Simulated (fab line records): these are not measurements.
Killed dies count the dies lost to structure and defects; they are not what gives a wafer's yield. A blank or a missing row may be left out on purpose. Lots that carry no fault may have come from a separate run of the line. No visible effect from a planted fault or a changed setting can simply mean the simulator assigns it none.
Chamber matching	flow nand-harc	pecvd-01 running NHARC_A_STAIRCASE_DEP_151: 3 sister chambers
The step deposits SiO2, target thk 3800 nm. 16 wafers are shown with their chamber, then 8 later ones without.

WAFERS WITH THEIR CHAMBER
wafer	chamber	heater-power-w (W)	heater-power-outer-w (W)
L077.3	1	619	363
L077.4	2	456	305
L077.6	1	502	263
L078.2	2	580	400
L078.3	1	545	295
L078.5	0	726	452
L080.2	0	741	439
L080.4	2	478	312
L080.6	2	467	296
L085.1	2	582	398
L085.4	0	699	439
L085.5	2	464	304
L087.2	1	592	336
L087.4	0	710	438
L087.5	1	514	271
L088.2	0	873	578

SIGNATURES, as means of the wafers listed above
reading	chamber 0	chamber 1	chamber 2	scatter within a chamber
heater-power-w	749.80	554.40	504.50	60.7
heater-power-outer-w	469.20	305.60	335.83	51.4
Rule: for each reading, subtract the chamber's mean from the wafer's reading, divide by that reading's scatter and square the result; add these up over the readings and take the root, which gives the wafer's distance from the chamber. If the next closest chamber is less than 2 further off than the closest, the wafer can't be placed; otherwise it belongs to the closest. How the scatter is found: for the shown wafers, subtract from each reading the mean of its chamber, square and add these, divide the total by (wafers less chambers), then take the root.

WAFERS WITHOUT THEIR CHAMBER
wafer	heater-power-w (W)	heater-power-outer-w (W)
L088.3	534	373
L088.6	493	273
L091.1	871	556
L091.4	456	304
L091.6	505	269
L096.2	590	340
L096.4	720	448
L096.5	443	313

CHAMBER TAKEN BY EACH
wafer	from the rows above	in truth
L088.3	can't be placed: 2 or 1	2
L088.6	can't be placed: 1 or 2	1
L091.1	0	0
L091.4	can't be placed: 2 or 1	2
L091.6	can't be placed: 1 or 2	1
L096.2	can't be placed: 1 or 2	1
L096.4	0	0
L096.5	can't be placed: 2 or 1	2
2 of 8 placed correctly. Can't be placed from these rows: 6 (the true chamber is among the candidates in 6). Placed wrongly: 0.
